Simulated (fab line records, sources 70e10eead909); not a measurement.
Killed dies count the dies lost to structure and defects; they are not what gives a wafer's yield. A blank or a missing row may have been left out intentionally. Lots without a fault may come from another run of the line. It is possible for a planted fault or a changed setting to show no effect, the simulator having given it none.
Comparing a struck lot with a sound one | flow nandHarc | 15 out of 1159 route steps
Sound: wafers L203.3, L203.4, L203.5. Struck: wafer L213.3 (L213.4, L213.6, from the same lot, were not struck and are left out); the cause is given at the end.
For every step that has rows: the tool of each side, followed by ch and its chambers, followed by its first start. Under that, the readings that differ: sound wafers | struck wafers | difference of the means | sigmas: that difference in standard deviations of wafers without a fault.
alike: words and numbers the same on both sides, and readings whose means are apart by under 2 such deviations; not compared: readings that were withheld, readings missing a value for some wafer, numbers with overlapping values and no deviation given by the record, and bounds like >300 which may hide the same value.
Wherever a step has rows on one side only, a row that says differs or no value, or a row with sigmas, the two part there. When numbers do not overlap yet have no deviation, they are printed without sigmas and do not part them. Lack of a reading on every wafer of one side parts them only where that side has two or more wafers.

NHARC_A_CHANNEL_FILL_D1_ALD_15: deposits SiNx, target thk 2 nm, pulse time 60 s, ald cycles 19.
  sound: aldSinBatch-01 ch 0; struck: aldSinBatch-01 ch 0
  alike: precursorPulseHeightRel
  not compared: aldCycles
NHARC_A_CHANNEL_FILL_D1_ALD_16: deposits SiO2, target thk 1.5 nm, pulse time 10 s, ald cycles 15.
  sound on aldHk-01 ch 0,2, day 9 14:49; struck on aldHk-01 ch 3, day 11 20:09
  alike: heaterPowerW, precursorPulseHeightRel
  not compared: aldCycles
then, 2 steps without rows for these wafers: NHARC_A_CHANNEL_FILL_D1_ANNEAL_17 (time 1800 s); NHARC_A_CHANNEL_FILL_D1_CVD_18 (deposits poly-Si, target thk 3 nm).
NHARC_A_CHANNEL_FILL_D1_ETCHBACK_19: etches the open film in HBr/Cl2, target depth 5 nm, time 1.7 s.
  sound on rieSi-03 ch 0,2, day 10 02:40; struck on rieSi-02 ch 0, day 12 08:44
reading                  | sound       | struck | difference | sigmas
drypumpMotorCurrentA (A) | 5.4 5.3 5.3 | 6.2    | +0.9       | +2
  alike: chamberPressureMTorr, heBacksideLeakSccm, oesProductAu, throttleValvePct
  not compared: rfHoursCounterH
then, 1 step without rows for these wafers: NHARC_A_CHANNEL_FILL_D1_ETCHBACK_20 (etches the open film in C4F8/O2/Ar, target depth 27 nm, time 13.5 s).
NHARC_A_CHANNEL_FILL_D1_STRIP_28: strips in O2, time 20 s.
  sound on rieDiel-13 ch 1,2, day 10 02:56; struck on rieDiel-07 ch 2, day 12 08:58
  alike: chamberPressureMTorr, drypumpMotorCurrentA, oesProductAu, rfVppV, showerheadPlenumPTorr, throttleValvePct
  not compared: rfHoursCounterH
then, 4 steps without rows for these wafers: NHARC_A_CHANNEL_FILL_D1_PRECLEAN_21 (cleans in dHF, time 30 s); NHARC_A_CHANNEL_FILL_D1_SRD_23; NHARC_A_CHANNEL_FILL_D1_CVD_05 (deposits poly-Si, target thk 5 nm); NHARC_A_CHANNEL_FILL_D1_ANNEAL_22 (time 7200 s).
NHARC_A_CHANNEL_FILL_D1_THK_MEAS_06: measures by ellipsometry.
  sound on filmMetro-01 at day 10 14:27; struck on filmMetro-02 at day 12 21:25
  alike: thkNm
NHARC_A_CHANNEL_FILL_D1_ALD_25: deposits SiOx, target thk 60 nm, pulse time 10 s, ald cycles 600.
  sound on aldHk-03 ch 1,2,3, day 10 15:06; struck on aldHk-04 ch 0, day 12 22:05
reading   | sound       | struck | difference | sigmas
aldCycles | 600 600 600 | 719    | +119       | 
  alike: heaterPowerW, precursorPulseHeightRel
NHARC_A_CHANNEL_FILL_D1_ETCHBACK_08: etches the open film in C4F8, target depth 220 nm, time 110 s.
  sound: rieDiel-13 ch 0,2; struck: rieDiel-01 ch 0
  alike: chamberPressureMTorr, oesProductAu, rfVppV
  not compared: rfHoursCounterH
-- the record jumps here: 10 days lie between the struck wafers' starts before and after (it left off in module A_CHANNEL_FILL_D1 and takes up again in module END, whose first step shown is number 1159 of the route) --
NHARC_END_SORT_01:
  only the struck wafers appear in the record here, on prober-02 ch 0 at day 22 14:41; the sound ones have no rows

WHERE THEY PART
Earliest at NHARC_A_CHANNEL_FILL_D1_ETCHBACK_19; latest, in this record, at NHARC_END_SORT_01.

WHY: what the simulator had put in
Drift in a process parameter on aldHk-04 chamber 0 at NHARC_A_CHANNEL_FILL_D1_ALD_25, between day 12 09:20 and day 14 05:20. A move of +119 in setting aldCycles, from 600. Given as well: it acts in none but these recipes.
